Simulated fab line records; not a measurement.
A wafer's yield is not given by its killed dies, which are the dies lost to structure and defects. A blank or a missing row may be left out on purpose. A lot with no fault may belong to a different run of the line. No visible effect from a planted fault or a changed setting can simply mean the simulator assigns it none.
Which of the tools did it?	flow n5Finfet	24 lots, 72 wafers sampled, at 6 steps of a route of 1938

WHAT THE GAUGES SHOWED, per wafer
N5_BEOL_M12_CD_MEAS_28: the cd target is 160.2 nm.
lot	measured	on	cdNm (nm)
L074	day 10 18:26	cdSem-02	155.1 159.8 157.1
L075	day 10 20:25	cdSem-01	157.7 161.0 157.6
L076	day 11 01:25	cdSem-02	160.7 160.1 158.9
L077	day 11 01:50	cdSem-03	162.0 162.6 163.1
L079	day 11 14:11	cdSem-03	158.4 161.2 158.8
L078	day 11 14:33	cdSem-02	163.0 164.1 162.6
L080	day 11 23:42	cdSem-01	159.4 158.0 160.9
L081	day 12 04:26	cdSem-01	157.6 158.8 156.6
L082	day 12 07:20	cdSem-03	157.7 157.8 161.6
L083	day 12 19:09	cdSem-01	158.0 157.5 159.9
L085	day 12 23:10	cdSem-03	159.2 160.2 156.2
L084	day 12 23:40	cdSem-01	159.4 160.9 158.3
L086	day 13 22:09	cdSem-03	160.0 161.2 160.2
L087	day 14 02:41	cdSem-01	162.8 161.8 160.1
L089	day 14 07:53	cdSem-01	156.1 160.2 160.8
L088	day 14 15:59	cdSem-03	159.9 157.4 157.7
L091	day 14 23:05	cdSem-01	161.3 157.7 159.4
L090	day 15 10:35	cdSem-01	164.6 162.7 161.4
L092	day 16 04:17	cdSem-01	159.1 157.6 159.0
L093	day 16 23:30	cdSem-02	159.1 156.5 159.6
L094	day 17 08:32	cdSem-01	159.9 162.1 157.8
L096	day 17 10:00	cdSem-01	157.7 157.2 159.1
L097	day 18 08:50	cdSem-03	160.3 161.4 159.2
L095	day 18 18:57	cdSem-03	157.1 158.5 158.7

N5_BEOL_M12_RS_MEAS_54: uses a four-point probe to measure.
lot	measured	on	M12_RS (ohm/sq)
L074	day 10 22:41	filmMetro-01	0.0596 0.0610 0.0595
L075	day 10 22:58	filmMetro-01	0.0590 0.0585 0.0584
L076	day 11 04:32	filmMetro-01	0.0586 0.0616 0.0624
L077	day 11 04:41	filmMetro-01	0.0608 0.0592 0.0605
L079	day 11 17:43	filmMetro-01	0.0599 0.0590 0.0591
L078	day 11 18:08	filmMetro-02	0.0587 0.0614 0.0613
L080	day 12 02:49	filmMetro-02	0.0615 0.0591 0.0589
L081	day 12 06:35	filmMetro-02	0.0602 0.0588 0.0604
L082	day 12 09:33	filmMetro-02	0.0603 0.0613 0.0605
L083	day 12 22:30	filmMetro-02	0.0611 0.0605 0.0579
L085	day 13 01:55	filmMetro-01	0.0608 0.0594 0.0590
L084	day 13 02:19	filmMetro-02	0.0606 0.0608 0.0618
L086	day 14 03:16	filmMetro-01	0.0598 0.0605 0.0606
L087	day 14 07:19	filmMetro-01	0.0576 0.0609 0.0584
L089	day 14 13:27	filmMetro-01	0.0583 0.0586 0.0590
L088	day 14 19:34	filmMetro-02	0.0590 0.0599 0.0594
L091	day 15 01:52	filmMetro-01	0.0598 0.0590 0.0618
L090	day 15 14:44	filmMetro-02	0.0593 0.0596 0.0590
L092	day 16 08:10	filmMetro-02	0.0602 0.0607 0.0591
L093	day 17 05:29	filmMetro-01	0.0605 0.0601 0.0600
L094	day 17 13:07	filmMetro-01	0.0589 0.0590 0.0581
L096	day 17 14:32	filmMetro-01	0.0599 0.0591 0.0586
L097	day 18 20:14	filmMetro-02	0.0598 0.0608 0.0603
L095	day 19 00:38	filmMetro-01	0.0592 0.0608 0.0591

EACH LOT AND THE TOOL THAT RAN IT (in order: tool; ch and the chambers of the sampled wafers; start)
lot	N5_BEOL_M11_CMP_52	N5_BEOL_M12_DESCUM_33	N5_BEOL_M12_ETCH_38	N5_BEOL_M12_SPUTTER_44
L074	cmp-01 ch 0,1,2, day 10 16:20	rieDiel-03 ch 0,1,2, day 10 19:07	rieDiel-05 ch 0,2,3, day 10 20:59	pvdSputter-02, day 10 21:25
L075	cmp-03 ch 1,3, day 10 17:58	rieDiel-01 ch 0,1,3, day 10 20:35	rieDiel-03 ch 0,1,2, day 10 21:20	pvdSputter-01, day 10 21:49
L076	cmp-03 ch 1,3, day 10 23:13	rieDiel-05 ch 0,2, day 11 01:32	rieDiel-03 ch 0,2,3, day 11 02:28	pvdSputter-02, day 11 03:08
L077	cmp-03 ch 0,2,3, day 10 23:44	rieDiel-01 ch 0,2,3, day 11 02:10	rieDiel-03 ch 0,2,3, day 11 02:49	pvdSputter-03, day 11 03:22
L079	cmp-04 ch 0,3, day 11 12:17	rieDiel-01 ch 1,3, day 11 14:17	rieDiel-01 ch 0,1,2, day 11 16:06	pvdSputter-02, day 11 16:40
L078	cmp-03 ch 1,2,3, day 11 12:44	rieDiel-05 ch 0,2, day 11 14:38	rieDiel-01 ch 0,1,3, day 11 16:19	pvdSputter-01, day 11 17:04
L080	cmp-01 ch 0,1,3, day 11 21:48	rieDiel-05 ch 0,2, day 11 23:47	rieDiel-03 ch 1,2,3, day 12 01:10	pvdSputter-03, day 12 01:46
L081	cmp-03 ch 0,3, day 12 02:37	rieDiel-03 ch 2,3, day 12 04:31	rieDiel-03 ch 0,2, day 12 05:10	pvdSputter-01, day 12 05:32
L082	cmp-01 ch 0,1,2, day 12 05:25	rieDiel-03 ch 0,3, day 12 07:25	rieDiel-05 ch 0,1,3, day 12 08:06	pvdSputter-01, day 12 08:29
L083	cmp-01 ch 0,2,3, day 12 17:21	rieDiel-05 ch 1,2,3, day 12 19:14	rieDiel-03 ch 2,3, day 12 20:46	pvdSputter-01, day 12 21:17
L085	cmp-03 ch 0,1, day 12 21:13	rieDiel-03 ch 2,3, day 12 23:15	rieDiel-01 ch 1,2, day 13 00:29	pvdSputter-01, day 13 00:50
L084	cmp-01 ch 0,1,2, day 12 21:55	rieDiel-03 ch 0,1,2, day 13 00:08	rieDiel-05 ch 0,2,3, day 13 00:51	pvdSputter-03, day 13 01:15
L086	cmp-04 ch 0,1,2, day 13 20:06	rieDiel-01 ch 0,1, day 13 22:14	rieDiel-01 ch 0,1,3, day 14 01:13	pvdSputter-01, day 14 02:12
L087	cmp-03 ch 0,1, day 14 00:50	rieDiel-05 ch 0,1,2, day 14 02:55	rieDiel-03 ch 1,3, day 14 03:38	pvdSputter-03, day 14 06:16
L089	cmp-01 ch 0,1, day 14 05:46	rieDiel-05 ch 0,1, day 14 08:03	rieDiel-05 ch 0,3, day 14 12:01	pvdSputter-03, day 14 12:23
L088	cmp-03 ch 0,1,2, day 14 14:11	rieDiel-01 ch 0,1,2, day 14 16:04	rieDiel-05 ch 2,3, day 14 17:55	pvdSputter-01, day 14 18:31
L091	cmp-01 ch 0,1,2, day 14 21:06	rieDiel-03 ch 0,2,3, day 14 23:28	rieDiel-05 ch 1,2,3, day 15 00:11	pvdSputter-01, day 15 00:44
L090	cmp-01 ch 0,2, day 15 08:32	rieDiel-01 ch 2,3, day 15 10:40	rieDiel-03 ch 2,3, day 15 12:34	pvdSputter-01, day 15 13:38
L092	cmp-03 ch 1,2, day 16 02:03	rieDiel-03 ch 0,1,3, day 16 04:23	rieDiel-05 ch 0,1,2, day 16 05:59	pvdSputter-03, day 16 06:25
L093	cmp-04 ch 0,1,3, day 16 21:40	rieDiel-01 ch 1,2, day 16 23:35	rieDiel-03 ch 0,1, day 17 01:24	pvdSputter-01, day 17 04:08
L094	cmp-04 ch 1,2, day 17 06:32	rieDiel-05 ch 0,1,3, day 17 08:41	rieDiel-03 ch 1,2, day 17 09:32	pvdSputter-01, day 17 12:04
L096	cmp-04 ch 1,2,3, day 17 08:06	rieDiel-03 ch 0,2,3, day 17 10:05	rieDiel-05 ch 0,3, day 17 13:06	pvdSputter-01, day 17 13:29
L097	cmp-03 ch 0,1,2, day 18 06:49	rieDiel-01 ch 1,3, day 18 08:56	rieDiel-05 ch 0,1,2, day 18 13:17	pvdSputter-03, day 18 19:09
L095	cmp-04 ch 0,1,3, day 18 17:04	rieDiel-03 ch 0,1,3, day 18 19:02	rieDiel-03 ch 0,3, day 18 21:07	pvdSputter-01, day 18 23:35
- N5_BEOL_M11_CMP_52: polishes, stops on SiCOH lowk, t overpolish 7 s, target thk 140 nm.
- N5_BEOL_M12_DESCUM_33: chemistry O2, time 7.9 s.
- N5_BEOL_M12_ETCH_38: etches SiCN in CF4/N2, target depth 68.7 nm, time 73.4 s.
- N5_BEOL_M12_SPUTTER_44: material Ta, target thk 10 nm, time 16.13 s.

WHAT THE TOOLS THEMSELVES READ (means of the sampled wafers that have a number; where no wafer has one, the mark that the record gives instead)
N5_BEOL_M11_CMP_52.
lot	tool	barrierFieldEndpointS (s)	motorCurrentA (A)	overpolishRunS (s)	timeToEndpointS (s)
L074	cmp-01	29.5	6.3	6.997	66
L075	cmp-03	28.8	5.5	6.998	63
L076	cmp-03	29.7	5.4	6.993	67
L077	cmp-03	29.2	6.1	6.996	66
L079	cmp-04	28.8	4.7	6.993	67
L078	cmp-03	29.3	5.8	6.997	67
L080	cmp-01	29.4	6.1	7.000	69
L081	cmp-03	28.5	5.9	7.006	65
L082	cmp-01	28.9	6.3	6.999	68
L083	cmp-01	29.8	6.4	6.995	70
L085	cmp-03	29.6	5.0	7.006	69
L084	cmp-01	29.0	6.4	7.000	67
L086	cmp-04	28.2	5.7	7.007	65
L087	cmp-03	29.8	5.2	6.995	72
L089	cmp-01	30.3	6.0	6.994	64
L088	cmp-03	29.9	5.1	6.998	74
L091	cmp-01	29.7	6.3	6.993	68
L090	cmp-01	29.3	6.7	7.009	71
L092	cmp-03	29.3	5.3	6.998	69
L093	cmp-04	28.9	5.1	6.997	64
L094	cmp-04	28.2	6.3	7.006	63
L096	cmp-04	28.4	5.7	7.010	61
L097	cmp-03	29.2	5.3	6.996	67
L095	cmp-04	28.3	5.2	7.007	62

N5_BEOL_M12_DESCUM_33.
lot	tool	drypumpMotorCurrentA (A)	oesProductAu (a.u.)	rfVppV (V)	showerheadPlenumPTorr (Torr)	throttleValvePct (%)
L074	rieDiel-03	5.8	0.88	243.2	2.09	20.34
L075	rieDiel-01	5.6	0.85	245.7	2.18	20.43
L076	rieDiel-05	6.1	0.80	244.0	2.19	20.51
L077	rieDiel-01	5.5	0.84	243.8	2.18	20.49
L079	rieDiel-01	5.8	0.86	245.5	2.18	20.52
L078	rieDiel-05	6.1	0.78	244.6	2.19	20.52
L080	rieDiel-05	6.1	0.86	245.3	2.21	20.27
L081	rieDiel-03	5.1	0.78	241.8	2.01	20.68
L082	rieDiel-03	5.9	0.68	243.1	2.10	20.76
L083	rieDiel-05	5.9	0.79	243.0	2.07	20.50
L085	rieDiel-03	5.2	0.84	241.8	2.04	20.60
L084	rieDiel-03	5.8	0.82	242.4	2.09	20.37
L086	rieDiel-01	5.5	0.77	244.1	2.16	20.37
L087	rieDiel-05	5.9	0.83	243.9	2.14	20.35
L089	rieDiel-05	5.9	0.88	244.9	2.17	20.09
L088	rieDiel-01	5.6	0.79	244.0	2.13	20.34
L091	rieDiel-03	5.5	0.85	242.2	2.06	20.56
L090	rieDiel-01	5.6	0.83	243.9	2.18	20.63
L092	rieDiel-03	5.8	0.92	243.4	2.14	20.18
L093	rieDiel-01	5.7	0.80	243.4	2.11	20.32
L094	rieDiel-05	5.9	0.89	243.9	2.16	20.18
L096	rieDiel-03	5.5	0.89	243.6	2.15	20.44
L097	rieDiel-01	5.8	0.81	243.7	2.17	20.60
L095	rieDiel-03	5.8	0.88	244.5	2.13	20.22

N5_BEOL_M12_ETCH_38.
lot	tool	cf4FlowSccm (sccm)	drypumpMotorCurrentA (A)	oesProductAu (a.u.)	rfVppV (V)	showerheadPlenumPTorr (Torr)	throttleValvePct (%)
L074	rieDiel-05	60.02	6.1	0.80	382.9	2.24	15.39
L075	rieDiel-03	60.07	5.8	0.86	383.0	2.20	15.29
L076	rieDiel-03	59.95	5.5	0.77	381.9	2.18	15.60
L077	rieDiel-03	60.08	5.5	0.77	380.7	2.18	15.61
L079	rieDiel-01	59.99	5.6	0.81	383.9	2.26	15.30
L078	rieDiel-01	60.10	5.7	0.82	384.6	2.30	15.46
L080	rieDiel-03	60.14	5.5	0.86	380.3	2.14	15.32
L081	rieDiel-03	59.95	5.9	0.75	383.5	2.23	15.61
L082	rieDiel-05	59.94	5.9	0.86	381.6	2.19	15.24
L083	rieDiel-03	60.15	5.2	0.83	380.1	2.14	15.48
L085	rieDiel-01	59.97	5.7	0.83	383.2	2.23	15.27
L084	rieDiel-05	60.03	6.1	0.77	382.5	2.23	15.44
L086	rieDiel-01	60.06	5.7	0.80	383.9	2.29	15.49
L087	rieDiel-03	59.81	5.8	0.82	379.8	2.14	15.22
L089	rieDiel-05	60.08	6.1	0.99	385.8	2.34	15.07
L088	rieDiel-05	59.75	6.1	0.90	384.4	2.31	15.31
L091	rieDiel-05	59.90	5.9	0.86	383.3	2.25	15.36
L090	rieDiel-03	60.09	5.2	0.92	382.3	2.22	15.35
L092	rieDiel-05	60.09	5.9	0.80	382.6	2.25	15.36
L093	rieDiel-03	60.07	6.2	0.90	382.6	2.22	15.19
L094	rieDiel-03	60.12	5.8	0.85	380.0	2.15	15.11
L096	rieDiel-05	60.05	6.1	0.90	385.5	2.33	15.10
L097	rieDiel-05	60.12	5.9	0.88	384.2	2.24	15.20
L095	rieDiel-03	59.87	5.5	0.89	385.1	2.31	15.37

N5_BEOL_M12_SPUTTER_44.
lot	tool	throttleValvePct (%)
L074	pvdSputter-02	30.5
L075	pvdSputter-01	31.4
L076	pvdSputter-02	30.1
L077	pvdSputter-03	28.8
L079	pvdSputter-02	30.9
L078	pvdSputter-01	31.5
L080	pvdSputter-03	29.9
L081	pvdSputter-01	31.2
L082	pvdSputter-01	31.5
L083	pvdSputter-01	31.0
L085	pvdSputter-01	31.0
L084	pvdSputter-03	29.2
L086	pvdSputter-01	31.4
L087	pvdSputter-03	28.5
L089	pvdSputter-03	29.5
L088	pvdSputter-01	31.4
L091	pvdSputter-01	31.8
L090	pvdSputter-01	31.5
L092	pvdSputter-03	29.4
L093	pvdSputter-01	31.2
L094	pvdSputter-01	31.2
L096	pvdSputter-01	31.7
L097	pvdSputter-03	29.5
L095	pvdSputter-01	31.4

THE ANSWER, worked out from the rows above alone
Rule: usual is defined by the lots themselves. The widest of any qualifying gaps counts: lots, ordered by their means at a reading, are off when they make up no more than a third of the lots, leave a main group of 4 or more, and stand apart from it by 3 or more times the standard deviation of that group's means. Not used: any main group whose means are identical at the precision the tables above print for the reading. Also off: a lot with no number at a reading for which 4 or more lots have one. Where the step has rows for the other lots, those lots are counted as sound. The gauges are gone through in route order, then the tools' own readings, and for those a lot's mean is taken as printed above. At the first step where some lot is off, the reading lying furthest off is the one used; lots without a number count as furthest.
None of the lots is off at any reading shown; this tells nothing.

WHAT THE SIMULATOR HAD PUT IN
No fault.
